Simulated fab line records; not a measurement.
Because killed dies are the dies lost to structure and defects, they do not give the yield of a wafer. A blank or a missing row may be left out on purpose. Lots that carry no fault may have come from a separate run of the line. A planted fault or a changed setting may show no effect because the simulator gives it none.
Chamber matching + flow nand harc + NHARC_A_STAIRCASE_DEP_156 on pecvd-04: 3 sister chambers
The step deposits SiNx, target thk 50 nm. 6 wafers are shown with their chamber, then 8 later ones without.

## EACH WAFER AND ITS CHAMBER
| wafer  | chamber | heater power w (W) | rf fwd power W (W) |
|--------|---------|--------------------|--------------------|
| L080.4 | 2       | 588                | 447.3              |
| L088.3 | 2       | 559                | 450.0              |
| L088.4 | 1       | 889                | 447.5              |
| L091.5 | 1       | 960                | 450.7              |
| L091.6 | 0       | 794                | 446.6              |
| L093.1 | 0       | 754                | 447.3              |

## WAFERS MISSING THEIR CHAMBER
| wafer  | heater power w (W) | rf fwd power W (W) |
|--------|--------------------|--------------------|
| L093.4 | 762                | 448.5              |
| L093.6 | 510                | 448.5              |
| L092.1 | 776                | 445.5              |
| L092.2 | 543                | 445.4              |
| L092.5 | 788                | 445.5              |
| L096.2 | 541                | 448.7              |
| L096.3 | 711                | 446.9              |
| L096.4 | 532                | 448.8              |

## WHICH CHAMBER EACH ONE RAN IN
| wafer  | from the rows above | in truth |
|--------|---------------------|----------|
| L093.4 | 0                   | 0        |
| L093.6 | 2                   | 2        |
| L092.1 | 0                   | 0        |
| L092.2 | 2                   | 2        |
| L092.5 | 0                   | 0        |
| L096.2 | 2                   | 2        |
| L096.3 | 0                   | 0        |
| L096.4 | 2                   | 2        |
8 of 8 placed correctly. Can't be placed from these rows: 0. 0 placed wrongly.
How it was worked out, from the rows above alone: a wafer's distance from a chamber is the root of the sum, over the readings, of the square of ((its reading less the chamber's mean) divided by the reading's scatter). The wafer belongs to the nearest chamber; if the next one is less than 2 further off, it can't be placed. A chamber's mean is the mean of its shown wafers. The scatter: take each reading less its chamber's mean, square it, sum over the shown wafers, divide by the number of wafers less the number of chambers, and take the root.
